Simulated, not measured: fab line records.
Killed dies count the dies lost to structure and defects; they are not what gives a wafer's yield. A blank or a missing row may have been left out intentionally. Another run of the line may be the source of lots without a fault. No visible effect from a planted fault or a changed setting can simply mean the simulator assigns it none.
fab line records || flow n5Finfet || part 2 of 2: steps 18 to 28 of 28
[record] {"lots": 5, "wafers": 15, "lastDay": 16}
route steps=1938 shown BEOL_M2@881
lots that met no fault: taken from a fault-free run of the same line
startH: the number of hours between the record's first day and the start of the first shown wafer of the lot || waitH: hours from the lot's prior step to this one || " the same as in the row above || L1.1+2: one row covering several wafers at once || - value missing, or start not given || * or withheld: withheld || < > ~ a bound
route shown NAME@n: names a module that has steps shown in the file, with the first one's number in the route || usual: the fault-free wafers' mean and standard deviation || same: alike in all rows || chamber/n: place in a boat || sites: the reading at each site || _std_site: their standard deviation || _edge_site: inner sites' mean taken away from outer sites' mean || radiusMm: for every site, how far away it sits from the centre of the wafer || mask NAME#n: copy n || behind: the tool/chamber that last shaped the wafer || hold: reason for holding the lot/hours on hold/outcome of the hold || device: whichever transistor did not switch (one of n, p or np) || end of line: tests of these same wafers at the route's end || a step with no rows: only its recipe || killed: at the first sort, the dies lost to defects and structure; wafer yield is something else || map: per-die view of a wafer (x killed, . not killed, _ where there is no die)
set.NAME: setting as actually run; set.NAME@STEP: the setting as run at that earlier step || model.NAME: the simulator's own value behind a step, which no gauge read
lots at some steps of the route; a table a step, a row a wafer
services: the hour from which a tool's chamber was out of use, counted from the record's first day as startH (under 0 if before that day), plus the number of hours and why
[[steps]]
[step N5_BEOL_M2_CD_MEAS_35]
[recipe] {"targetCdNm": 18, "targetCdYNm": 22.2, "polarity": "opening"}
[usual] {"cdNm": "18.1/0.31"}
{"lot.wafer": "L074.1", "tool": "cdSem-02", "chamber": "-", "startH": 139.06, "waitH": 0.0, "cdNm": 18.3}
{"lot.wafer": "L074.5", "tool": "cdSem-02", "chamber": "-", "startH": 139.06, "waitH": 0.0, "cdNm": 18.2}
{"lot.wafer": "L074.6", "tool": "cdSem-02", "chamber": "-", "startH": 139.06, "waitH": 0.0, "cdNm": 18.5}
{"lot.wafer": "L077.1", "tool": "cdSem-01", "chamber": "-", "startH": 159.28, "waitH": 0.0, "cdNm": 18.1}
{"lot.wafer": "L077.2", "tool": "cdSem-01", "chamber": "-", "startH": 159.28, "waitH": 0.0, "cdNm": 18.3}
{"lot.wafer": "L077.5", "tool": "cdSem-01", "chamber": "-", "startH": 159.28, "waitH": 0.0, "cdNm": 18.3}
{"lot.wafer": "L083.1", "tool": "cdSem-01", "chamber": "-", "startH": 191.78, "waitH": 0.0, "cdNm": 18.2}
{"lot.wafer": "L083.2", "tool": "cdSem-01", "chamber": "-", "startH": 191.78, "waitH": 0.0, "cdNm": 18.2}
{"lot.wafer": "L083.6", "tool": "cdSem-01", "chamber": "-", "startH": 191.78, "waitH": 0.0, "cdNm": 17.6}
{"lot.wafer": "L085.1", "tool": "cdSem-02", "chamber": "-", "startH": 202.45, "waitH": 0.0, "cdNm": 17.6}
{"lot.wafer": "L085.3", "tool": "cdSem-02", "chamber": "-", "startH": 202.45, "waitH": 0.0, "cdNm": 17.7}
{"lot.wafer": "L085.6", "tool": "cdSem-02", "chamber": "-", "startH": 202.45, "waitH": 0.0, "cdNm": 18.0}
{"lot.wafer": "L090.1", "tool": "cdSem-02", "chamber": "-", "startH": 232.57, "waitH": 0.0, "cdNm": 18.4}
{"lot.wafer": "L090.4", "tool": "cdSem-02", "chamber": "-", "startH": 232.57, "waitH": 0.0, "cdNm": 17.8}
{"lot.wafer": "L090.6", "tool": "cdSem-02", "chamber": "-", "startH": 232.57, "waitH": 0.0, "cdNm": 18.2}
[step N5_BEOL_M2_DEGAS_44]
[recipe] {"ambient": "vacuum", "tempC": 250, "timeS": 60}
[usual] {"heaterPowerW": "335/41"}
{"lot.wafer": "L074.1", "tool": "pvdSputter-01", "chamber": "-", "startH": 139.42, "waitH": 0.4, "heaterPowerW": 338}
{"lot.wafer": "L074.5", "tool": "pvdSputter-01", "chamber": "-", "startH": 139.42, "waitH": 0.4, "heaterPowerW": 320}
{"lot.wafer": "L074.6", "tool": "pvdSputter-01", "chamber": "-", "startH": 139.42, "waitH": 0.4, "heaterPowerW": 273}
{"lot.wafer": "L077.1", "tool": "pvdSputter-02", "chamber": "-", "startH": 159.69, "waitH": 0.4, "heaterPowerW": 315}
{"lot.wafer": "L077.2", "tool": "pvdSputter-02", "chamber": "-", "startH": 159.69, "waitH": 0.4, "heaterPowerW": 406}
{"lot.wafer": "L077.5", "tool": "pvdSputter-02", "chamber": "-", "startH": 159.69, "waitH": 0.4, "heaterPowerW": 394}
{"lot.wafer": "L083.1", "tool": "pvdSputter-02", "chamber": "-", "startH": 192.04, "waitH": 0.3, "heaterPowerW": 313}
{"lot.wafer": "L083.2", "tool": "pvdSputter-02", "chamber": "-", "startH": 192.04, "waitH": 0.3, "heaterPowerW": 401}
{"lot.wafer": "L083.6", "tool": "pvdSputter-02", "chamber": "-", "startH": 192.04, "waitH": 0.3, "heaterPowerW": 389}
{"lot.wafer": "L085.1", "tool": "pvdSputter-01", "chamber": "-", "startH": 202.85, "waitH": 0.4, "heaterPowerW": 339}
{"lot.wafer": "L085.3", "tool": "pvdSputter-01", "chamber": "-", "startH": 202.85, "waitH": 0.4, "heaterPowerW": 273}
{"lot.wafer": "L085.6", "tool": "pvdSputter-01", "chamber": "-", "startH": 202.85, "waitH": 0.4, "heaterPowerW": 273}
{"lot.wafer": "L090.1", "tool": "pvdSputter-03", "chamber": "-", "startH": 232.82, "waitH": 0.2, "heaterPowerW": 284}
{"lot.wafer": "L090.4", "tool": "pvdSputter-03", "chamber": "-", "startH": 232.82, "waitH": 0.2, "heaterPowerW": 310}
{"lot.wafer": "L090.6", "tool": "pvdSputter-03", "chamber": "-", "startH": 232.82, "waitH": 0.2, "heaterPowerW": 353}
[step N5_BEOL_M2_PRE_CLEAN_45]
[recipe] {"gas": "H2/He", "timeS": 30, "tempC": 250}
[usual] {"heaterPowerW": "336/40"}
{"lot.wafer": "L074.1", "tool": "pvdSputter-01", "chamber": "-", "startH": 139.46, "waitH": 0.0, "heaterPowerW": 335}
{"lot.wafer": "L074.5", "tool": "pvdSputter-01", "chamber": "-", "startH": 139.46, "waitH": 0.0, "heaterPowerW": 326}
{"lot.wafer": "L074.6", "tool": "pvdSputter-01", "chamber": "-", "startH": 139.46, "waitH": 0.0, "heaterPowerW": 279}
{"lot.wafer": "L077.1", "tool": "pvdSputter-02", "chamber": "-", "startH": 159.73, "waitH": 0.0, "heaterPowerW": 319}
{"lot.wafer": "L077.2", "tool": "pvdSputter-02", "chamber": "-", "startH": 159.73, "waitH": 0.0, "heaterPowerW": 410}
{"lot.wafer": "L077.5", "tool": "pvdSputter-02", "chamber": "-", "startH": 159.73, "waitH": 0.0, "heaterPowerW": 389}
{"lot.wafer": "L083.1", "tool": "pvdSputter-02", "chamber": "-", "startH": 192.08, "waitH": 0.0, "heaterPowerW": 320}
{"lot.wafer": "L083.2", "tool": "pvdSputter-02", "chamber": "-", "startH": 192.08, "waitH": 0.0, "heaterPowerW": 383}
{"lot.wafer": "L083.6", "tool": "pvdSputter-02", "chamber": "-", "startH": 192.08, "waitH": 0.0, "heaterPowerW": 400}
{"lot.wafer": "L085.1", "tool": "pvdSputter-01", "chamber": "-", "startH": 202.89, "waitH": 0.0, "heaterPowerW": 348}
{"lot.wafer": "L085.3", "tool": "pvdSputter-01", "chamber": "-", "startH": 202.89, "waitH": 0.0, "heaterPowerW": 274}
{"lot.wafer": "L085.6", "tool": "pvdSputter-01", "chamber": "-", "startH": 202.89, "waitH": 0.0, "heaterPowerW": 278}
{"lot.wafer": "L090.1", "tool": "pvdSputter-03", "chamber": "-", "startH": 232.86, "waitH": 0.0, "heaterPowerW": 287}
{"lot.wafer": "L090.4", "tool": "pvdSputter-03", "chamber": "-", "startH": 232.86, "waitH": 0.0, "heaterPowerW": 307}
{"lot.wafer": "L090.6", "tool": "pvdSputter-03", "chamber": "-", "startH": 232.86, "waitH": 0.0, "heaterPowerW": 350}
[step N5_BEOL_M2_ALD_84]
[recipe] {"material": "TaN", "targetThkA": "*", "tempC": 275, "aldPrecursorFamily": "PDMAT", "aldCoReactant": "NH3", "pressureTorr": 3, "carrierFlowSccm": 1500, "pulseTimeS": 2, "purgeTimeS": 3, "coReactantPurgeTimeS": 2, "coReactantPulseTimeS": 3, "aldCycles": 30, "precursorVesselTempC": 75, "precursorVesselPressureTorr": 26.25, "precursorVesselCarrierSccm": 1000}
[usual] {"heaterPowerW": "410/60"}
{"lot.wafer": "L074.1", "tool": "aldMetal-03", "chamber": 3, "startH": 139.52, "waitH": 0.0, "heaterPowerW": 363}
{"lot.wafer": "L074.5", "tool": "aldMetal-03", "chamber": 0, "startH": 139.52, "waitH": 0.0, "heaterPowerW": 381}
{"lot.wafer": "L074.6", "tool": "aldMetal-03", "chamber": 1, "startH": 139.52, "waitH": 0.0, "heaterPowerW": 415}
{"lot.wafer": "L077.1", "tool": "aldMetal-01", "chamber": 1, "startH": 159.79, "waitH": 0.0, "heaterPowerW": 318}
{"lot.wafer": "L077.2", "tool": "aldMetal-01", "chamber": 0, "startH": 159.79, "waitH": 0.0, "heaterPowerW": 307}
{"lot.wafer": "L077.5", "tool": "aldMetal-01", "chamber": 3, "startH": 159.79, "waitH": 0.0, "heaterPowerW": 459}
{"lot.wafer": "L083.1", "tool": "aldMetal-01", "chamber": 2, "startH": 192.14, "waitH": 0.0, "heaterPowerW": 392}
{"lot.wafer": "L083.2", "tool": "aldMetal-01", "chamber": 3, "startH": 192.14, "waitH": 0.0, "heaterPowerW": 461}
{"lot.wafer": "L083.6", "tool": "aldMetal-01", "chamber": 3, "startH": 192.14, "waitH": 0.0, "heaterPowerW": 461}
{"lot.wafer": "L085.1", "tool": "aldMetal-01", "chamber": 2, "startH": 202.95, "waitH": 0.0, "heaterPowerW": 384}
{"lot.wafer": "L085.3", "tool": "aldMetal-01", "chamber": 1, "startH": 202.95, "waitH": 0.0, "heaterPowerW": 326}
{"lot.wafer": "L085.6", "tool": "aldMetal-01", "chamber": 2, "startH": 202.95, "waitH": 0.0, "heaterPowerW": 392}
{"lot.wafer": "L090.1", "tool": "aldMetal-04", "chamber": 2, "startH": 232.92, "waitH": 0.0, "heaterPowerW": 435}
{"lot.wafer": "L090.4", "tool": "aldMetal-04", "chamber": 0, "startH": 232.92, "waitH": 0.0, "heaterPowerW": 473}
{"lot.wafer": "L090.6", "tool": "aldMetal-04", "chamber": 1, "startH": 232.92, "waitH": 0.0, "heaterPowerW": 411}
[step N5_BEOL_M2_SURFACE_TREAT_85]
[recipe] {"gas": "Ar", "timeS": "*", "ionEnergyEv": "*", "ionCurrentMaCm2": 0.5, "pressureMtorr": "*", "arFlowSccm": 30}
[usual] {"throttleValvePct": "*"}
{"lot.wafer": "L074.1", "tool": "pvdSputter-01", "chamber": "-", "startH": 139.75, "waitH": 0.1, "throttleValvePct": "*"}
{"lot.wafer": "L074.5", "tool": "pvdSputter-01", "chamber": "-", "startH": 139.75, "waitH": 0.1, "throttleValvePct": "*"}
{"lot.wafer": "L074.6", "tool": "pvdSputter-01", "chamber": "-", "startH": 139.75, "waitH": 0.1, "throttleValvePct": "*"}
{"lot.wafer": "L077.1", "tool": "pvdSputter-03", "chamber": "-", "startH": 160.03, "waitH": 0.1, "throttleValvePct": "*"}
{"lot.wafer": "L077.2", "tool": "pvdSputter-03", "chamber": "-", "startH": 160.03, "waitH": 0.1, "throttleValvePct": "*"}
{"lot.wafer": "L077.5", "tool": "pvdSputter-03", "chamber": "-", "startH": 160.03, "waitH": 0.1, "throttleValvePct": "*"}
{"lot.wafer": "L083.1", "tool": "pvdSputter-01", "chamber": "-", "startH": 192.42, "waitH": 0.2, "throttleValvePct": "*"}
{"lot.wafer": "L083.2", "tool": "pvdSputter-01", "chamber": "-", "startH": 192.42, "waitH": 0.2, "throttleValvePct": "*"}
{"lot.wafer": "L083.6", "tool": "pvdSputter-01", "chamber": "-", "startH": 192.42, "waitH": 0.2, "throttleValvePct": "*"}
{"lot.wafer": "L085.1", "tool": "pvdSputter-03", "chamber": "-", "startH": 203.73, "waitH": 0.7, "throttleValvePct": "*"}
{"lot.wafer": "L085.3", "tool": "pvdSputter-03", "chamber": "-", "startH": 203.73, "waitH": 0.7, "throttleValvePct": "*"}
{"lot.wafer": "L085.6", "tool": "pvdSputter-03", "chamber": "-", "startH": 203.73, "waitH": 0.7, "throttleValvePct": "*"}
{"lot.wafer": "L090.1", "tool": "pvdSputter-02", "chamber": "-", "startH": 233.19, "waitH": 0.2, "throttleValvePct": "*"}
{"lot.wafer": "L090.4", "tool": "pvdSputter-02", "chamber": "-", "startH": 233.19, "waitH": 0.2, "throttleValvePct": "*"}
{"lot.wafer": "L090.6", "tool": "pvdSputter-02", "chamber": "-", "startH": 233.19, "waitH": 0.2, "throttleValvePct": "*"}
[step N5_BEOL_M2_CVD_47]
[recipe] {"material": "Co", "targetThkA": 30, "tempC": "withheld", "precursor": "CCTBA/H2", "pressureTorr": 30, "timeS": 223.8}
{"lot.wafer": "L074.1+5+6", "tool": "cvdCo-02", "chamber": "0,1,0", "startH": 139.81, "waitH": 0.0}
{"lot.wafer": "L077.1+2+5", "tool": "cvdCo-01", "chamber": "0,2,1", "startH": 160.19, "waitH": 0.1}
{"lot.wafer": "L083.1+2+6", "tool": "cvdCo-02", "chamber": "0,1,2", "startH": 192.51, "waitH": 0.1}
{"lot.wafer": "L085.1+3+6", "tool": "cvdCo-02", "chamber": "1,0,1", "startH": 203.87, "waitH": 0.1}
{"lot.wafer": "L090.1+4+6", "tool": "cvdCo-02", "chamber": "1,2,1", "startH": 233.53, "waitH": 0.3}
[step N5_BEOL_M2_SPUTTER_48]
[recipe] {"material": "Cu", "targetThkA": 45, "tempC": -20, "chamberPressurePa": 0.07, "powerW": "withheld", "timeS": 8.29}
[usual] {"throttleValvePct": "30.2/0.93"}
{"lot.wafer": "L074.1", "tool": "pvdSputter-01", "chamber": "-", "startH": 140.04, "waitH": 0.2, "throttleValvePct": 29.8}
{"lot.wafer": "L074.5", "tool": "pvdSputter-01", "chamber": "-", "startH": 140.04, "waitH": 0.2, "throttleValvePct": 29.8}
{"lot.wafer": "L074.6", "tool": "pvdSputter-01", "chamber": "-", "startH": 140.04, "waitH": 0.2, "throttleValvePct": 29.7}
{"lot.wafer": "L077.1", "tool": "pvdSputter-01", "chamber": "-", "startH": 160.42, "waitH": 0.2, "throttleValvePct": 30.0}
{"lot.wafer": "L077.2", "tool": "pvdSputter-01", "chamber": "-", "startH": 160.42, "waitH": 0.2, "throttleValvePct": 30.9}
{"lot.wafer": "L077.5", "tool": "pvdSputter-01", "chamber": "-", "startH": 160.42, "waitH": 0.2, "throttleValvePct": 31.0}
{"lot.wafer": "L083.1", "tool": "pvdSputter-01", "chamber": "-", "startH": 192.71, "waitH": 0.1, "throttleValvePct": 30.7}
{"lot.wafer": "L083.2", "tool": "pvdSputter-01", "chamber": "-", "startH": 192.71, "waitH": 0.1, "throttleValvePct": 29.5}
{"lot.wafer": "L083.6", "tool": "pvdSputter-01", "chamber": "-", "startH": 192.71, "waitH": 0.1, "throttleValvePct": 29.7}
{"lot.wafer": "L085.1", "tool": "pvdSputter-01", "chamber": "-", "startH": 205.09, "waitH": 1.1, "throttleValvePct": 29.9}
{"lot.wafer": "L085.3", "tool": "pvdSputter-01", "chamber": "-", "startH": 205.09, "waitH": 1.1, "throttleValvePct": 30.6}
{"lot.wafer": "L085.6", "tool": "pvdSputter-01", "chamber": "-", "startH": 205.09, "waitH": 1.1, "throttleValvePct": 29.8}
{"lot.wafer": "L090.1", "tool": "pvdSputter-01", "chamber": "-", "startH": 234.78, "waitH": 1.2, "throttleValvePct": 29.7}
{"lot.wafer": "L090.4", "tool": "pvdSputter-01", "chamber": "-", "startH": 234.78, "waitH": 1.2, "throttleValvePct": 31.0}
{"lot.wafer": "L090.6", "tool": "pvdSputter-01", "chamber": "-", "startH": 234.78, "waitH": 1.2, "throttleValvePct": 30.5}
[step N5_BEOL_M2_ANNEAL_49]
[recipe] {"tempC": 400, "timeS": 240, "ambient": "vacuum"}
[usual] {"heaterPowerW": "810/83"}
{"lot.wafer": "L074.1", "tool": "pvdSputter-01", "chamber": "-", "startH": 140.12, "waitH": 0.0, "heaterPowerW": 698}
{"lot.wafer": "L074.5", "tool": "pvdSputter-01", "chamber": "-", "startH": 140.12, "waitH": 0.0, "heaterPowerW": 699}
{"lot.wafer": "L074.6", "tool": "pvdSputter-01", "chamber": "-", "startH": 140.12, "waitH": 0.0, "heaterPowerW": 813}
{"lot.wafer": "L077.1", "tool": "pvdSputter-01", "chamber": "-", "startH": 160.50, "waitH": 0.0, "heaterPowerW": 819}
{"lot.wafer": "L077.2", "tool": "pvdSputter-01", "chamber": "-", "startH": 160.50, "waitH": 0.0, "heaterPowerW": 853}
{"lot.wafer": "L077.5", "tool": "pvdSputter-01", "chamber": "-", "startH": 160.50, "waitH": 0.0, "heaterPowerW": 906}
{"lot.wafer": "L083.1", "tool": "pvdSputter-01", "chamber": "-", "startH": 192.79, "waitH": 0.0, "heaterPowerW": 860}
{"lot.wafer": "L083.2", "tool": "pvdSputter-01", "chamber": "-", "startH": 192.79, "waitH": 0.0, "heaterPowerW": 679}
{"lot.wafer": "L083.6", "tool": "pvdSputter-01", "chamber": "-", "startH": 192.79, "waitH": 0.0, "heaterPowerW": 684}
{"lot.wafer": "L085.1", "tool": "pvdSputter-01", "chamber": "-", "startH": 205.17, "waitH": 0.0, "heaterPowerW": 797}
{"lot.wafer": "L085.3", "tool": "pvdSputter-01", "chamber": "-", "startH": 205.17, "waitH": 0.0, "heaterPowerW": 887}
{"lot.wafer": "L085.6", "tool": "pvdSputter-01", "chamber": "-", "startH": 205.17, "waitH": 0.0, "heaterPowerW": 805}
{"lot.wafer": "L090.1", "tool": "pvdSputter-01", "chamber": "-", "startH": 234.86, "waitH": 0.0, "heaterPowerW": 708}
{"lot.wafer": "L090.4", "tool": "pvdSputter-01", "chamber": "-", "startH": 234.86, "waitH": 0.0, "heaterPowerW": 860}
{"lot.wafer": "L090.6", "tool": "pvdSputter-01", "chamber": "-", "startH": 234.86, "waitH": 0.0, "heaterPowerW": 867}
[step N5_BEOL_M2_SPUTTER_79]
[recipe] {"material": "Cu", "targetThkA": 45, "tempC": -20, "chamberPressurePa": 0.07, "powerW": "withheld", "timeS": 8.29}
[usual] {"throttleValvePct": "30.2/0.94"}
{"lot.wafer": "L074.1", "tool": "pvdSputter-01", "chamber": "-", "startH": 140.26, "waitH": 0.1, "throttleValvePct": 29.7}
{"lot.wafer": "L074.5", "tool": "pvdSputter-01", "chamber": "-", "startH": 140.26, "waitH": 0.1, "throttleValvePct": 29.9}
{"lot.wafer": "L074.6", "tool": "pvdSputter-01", "chamber": "-", "startH": 140.26, "waitH": 0.1, "throttleValvePct": 29.5}
{"lot.wafer": "L077.1", "tool": "pvdSputter-01", "chamber": "-", "startH": 160.64, "waitH": 0.1, "throttleValvePct": 29.6}
{"lot.wafer": "L077.2", "tool": "pvdSputter-01", "chamber": "-", "startH": 160.64, "waitH": 0.1, "throttleValvePct": 30.9}
{"lot.wafer": "L077.5", "tool": "pvdSputter-01", "chamber": "-", "startH": 160.64, "waitH": 0.1, "throttleValvePct": 30.6}
{"lot.wafer": "L083.1", "tool": "pvdSputter-01", "chamber": "-", "startH": 192.93, "waitH": 0.1, "throttleValvePct": 30.8}
{"lot.wafer": "L083.2", "tool": "pvdSputter-01", "chamber": "-", "startH": 192.93, "waitH": 0.1, "throttleValvePct": 29.6}
{"lot.wafer": "L083.6", "tool": "pvdSputter-01", "chamber": "-", "startH": 192.93, "waitH": 0.1, "throttleValvePct": 29.8}
{"lot.wafer": "L085.1", "tool": "pvdSputter-01", "chamber": "-", "startH": 205.31, "waitH": 0.1, "throttleValvePct": 29.8}
{"lot.wafer": "L085.3", "tool": "pvdSputter-01", "chamber": "-", "startH": 205.31, "waitH": 0.1, "throttleValvePct": 30.5}
{"lot.wafer": "L085.6", "tool": "pvdSputter-01", "chamber": "-", "startH": 205.31, "waitH": 0.1, "throttleValvePct": 29.9}
{"lot.wafer": "L090.1", "tool": "pvdSputter-01", "chamber": "-", "startH": 235.00, "waitH": 0.1, "throttleValvePct": 29.6}
{"lot.wafer": "L090.4", "tool": "pvdSputter-01", "chamber": "-", "startH": 235.00, "waitH": 0.1, "throttleValvePct": 30.8}
{"lot.wafer": "L090.6", "tool": "pvdSputter-01", "chamber": "-", "startH": 235.00, "waitH": 0.1, "throttleValvePct": 30.6}
[step N5_BEOL_M2_ANNEAL_80]
[recipe] {"tempC": 400, "timeS": 240, "ambient": "vacuum"}
[usual] {"heaterPowerW": "808/83"}
{"lot.wafer": "L074.1", "tool": "pvdSputter-01", "chamber": "-", "startH": 140.34, "waitH": 0.0, "heaterPowerW": 677}
{"lot.wafer": "L074.5", "tool": "pvdSputter-01", "chamber": "-", "startH": 140.34, "waitH": 0.0, "heaterPowerW": 698}
{"lot.wafer": "L074.6", "tool": "pvdSputter-01", "chamber": "-", "startH": 140.34, "waitH": 0.0, "heaterPowerW": 797}
{"lot.wafer": "L077.1", "tool": "pvdSputter-01", "chamber": "-", "startH": 160.72, "waitH": 0.0, "heaterPowerW": 794}
{"lot.wafer": "L077.2", "tool": "pvdSputter-01", "chamber": "-", "startH": 160.72, "waitH": 0.0, "heaterPowerW": 875}
{"lot.wafer": "L077.5", "tool": "pvdSputter-01", "chamber": "-", "startH": 160.72, "waitH": 0.0, "heaterPowerW": 848}
{"lot.wafer": "L083.1", "tool": "pvdSputter-01", "chamber": "-", "startH": 193.01, "waitH": 0.0, "heaterPowerW": 873}
{"lot.wafer": "L083.2", "tool": "pvdSputter-01", "chamber": "-", "startH": 193.01, "waitH": 0.0, "heaterPowerW": 685}
{"lot.wafer": "L083.6", "tool": "pvdSputter-01", "chamber": "-", "startH": 193.01, "waitH": 0.0, "heaterPowerW": 699}
{"lot.wafer": "L085.1", "tool": "pvdSputter-01", "chamber": "-", "startH": 205.39, "waitH": 0.0, "heaterPowerW": 819}
{"lot.wafer": "L085.3", "tool": "pvdSputter-01", "chamber": "-", "startH": 205.39, "waitH": 0.0, "heaterPowerW": 871}
{"lot.wafer": "L085.6", "tool": "pvdSputter-01", "chamber": "-", "startH": 205.39, "waitH": 0.0, "heaterPowerW": 800}
{"lot.wafer": "L090.1", "tool": "pvdSputter-01", "chamber": "-", "startH": 235.08, "waitH": 0.0, "heaterPowerW": 694}
{"lot.wafer": "L090.4", "tool": "pvdSputter-01", "chamber": "-", "startH": 235.08, "waitH": 0.0, "heaterPowerW": 877}
{"lot.wafer": "L090.6", "tool": "pvdSputter-01", "chamber": "-", "startH": 235.08, "waitH": 0.0, "heaterPowerW": 849}
[step N5_BEOL_M2_SPUTTER_81]
[recipe] {"material": "Cu", "targetThkA": 45, "tempC": -20, "chamberPressurePa": 0.07, "powerW": "withheld", "timeS": 8.29}
[usual] {"throttleValvePct": "30.2/0.95"}
{"lot.wafer": "L074.1", "tool": "pvdSputter-01", "chamber": "-", "startH": 140.48, "waitH": 0.1, "throttleValvePct": 29.9}
{"lot.wafer": "L074.5", "tool": "pvdSputter-01", "chamber": "-", "startH": 140.48, "waitH": 0.1, "throttleValvePct": 30.0}
{"lot.wafer": "L074.6", "tool": "pvdSputter-01", "chamber": "-", "startH": 140.48, "waitH": 0.1, "throttleValvePct": 29.6}
{"lot.wafer": "L077.1", "tool": "pvdSputter-01", "chamber": "-", "startH": 160.86, "waitH": 0.1, "throttleValvePct": 29.5}
{"lot.wafer": "L077.2", "tool": "pvdSputter-01", "chamber": "-", "startH": 160.86, "waitH": 0.1, "throttleValvePct": 30.6}
{"lot.wafer": "L077.5", "tool": "pvdSputter-01", "chamber": "-", "startH": 160.86, "waitH": 0.1, "throttleValvePct": 30.6}
{"lot.wafer": "L083.1", "tool": "pvdSputter-01", "chamber": "-", "startH": 193.15, "waitH": 0.1, "throttleValvePct": 30.8}
{"lot.wafer": "L083.2", "tool": "pvdSputter-01", "chamber": "-", "startH": 193.15, "waitH": 0.1, "throttleValvePct": 29.8}
{"lot.wafer": "L083.6", "tool": "pvdSputter-01", "chamber": "-", "startH": 193.15, "waitH": 0.1, "throttleValvePct": 29.9}
{"lot.wafer": "L085.1", "tool": "pvdSputter-01", "chamber": "-", "startH": 205.53, "waitH": 0.1, "throttleValvePct": 29.8}
{"lot.wafer": "L085.3", "tool": "pvdSputter-01", "chamber": "-", "startH": 205.53, "waitH": 0.1, "throttleValvePct": 30.7}
{"lot.wafer": "L085.6", "tool": "pvdSputter-01", "chamber": "-", "startH": 205.53, "waitH": 0.1, "throttleValvePct": 29.8}
{"lot.wafer": "L090.1", "tool": "pvdSputter-01", "chamber": "-", "startH": 235.22, "waitH": 0.1, "throttleValvePct": 29.6}
{"lot.wafer": "L090.4", "tool": "pvdSputter-01", "chamber": "-", "startH": 235.22, "waitH": 0.1, "throttleValvePct": 30.8}
{"lot.wafer": "L090.6", "tool": "pvdSputter-01", "chamber": "-", "startH": 235.22, "waitH": 0.1, "throttleValvePct": 30.9}
[[services]]
{"tool": "rieDiel-03", "chamber": 0, "startH": 111.09, "hours": 14.0, "kind": "repair"}
{"tool": "aldMetal-04", "chamber": "-", "startH": 125.40, "hours": 1.4, "kind": "repair"}
{"tool": "wetBench-05", "chamber": "-", "startH": 126.76, "hours": 1.9, "kind": "pm"}
{"tool": "pvdSputter-03", "chamber": "-", "startH": 134.61, "hours": 4.0, "kind": "repair"}
{"tool": "cvdCo-01", "chamber": "-", "startH": 136.95, "hours": 16.5, "kind": "repair"}
{"tool": "rieDiel-03", "chamber": 3, "startH": 148.21, "hours": "-", "kind": "clean"}
{"tool": "rieDiel-03", "chamber": 3, "startH": 148.21, "hours": "-", "kind": "consumableReplace:focusRing"}
{"tool": "rieDiel-03", "chamber": 3, "startH": 148.21, "hours": 29.4, "kind": "scheduledDown"}
{"tool": "rieDiel-03", "chamber": 3, "startH": 148.21, "hours": 29.4, "kind": "ventCycle"}
{"tool": "rieDiel-04", "chamber": 1, "startH": 149.34, "hours": "-", "kind": "clean"}
{"tool": "rieDiel-04", "chamber": 1, "startH": 149.34, "hours": "-", "kind": "consumableReplace:focusRing"}
{"tool": "rieDiel-04", "chamber": 1, "startH": 149.34, "hours": 18.4, "kind": "scheduledDown"}
{"tool": "rieDiel-04", "chamber": 1, "startH": 149.34, "hours": 18.4, "kind": "ventCycle"}
{"tool": "aldMetal-04", "chamber": "-", "startH": 164.62, "hours": 28.1, "kind": "pm"}
{"tool": "aldSin-04", "chamber": "-", "startH": 176.80, "hours": 14.0, "kind": "pm"}
{"tool": "aldMetal-01", "chamber": "-", "startH": 181.28, "hours": 2.8, "kind": "pm"}
{"tool": "cvdCo-01", "chamber": "-", "startH": 206.43, "hours": 0.5, "kind": "repair"}
{"tool": "rieDiel-03", "chamber": 1, "startH": 211.40, "hours": "-", "kind": "clean"}
{"tool": "rieDiel-03", "chamber": 1, "startH": 211.40, "hours": "-", "kind": "consumableReplace:focusRing"}
{"tool": "rieDiel-03", "chamber": 1, "startH": 211.40, "hours": 17.4, "kind": "scheduledDown"}
{"tool": "rieDiel-03", "chamber": 1, "startH": 211.40, "hours": 17.4, "kind": "ventCycle"}
{"tool": "aldMetal-03", "chamber": "-", "startH": 216.93, "hours": 8.7, "kind": "pm"}
{"tool": "rieDiel-06", "chamber": 3, "startH": 226.21, "hours": 11.0, "kind": "repair"}
{"tool": "aldMetal-04", "chamber": "-", "startH": 228.99, "hours": 1.1, "kind": "repair"}
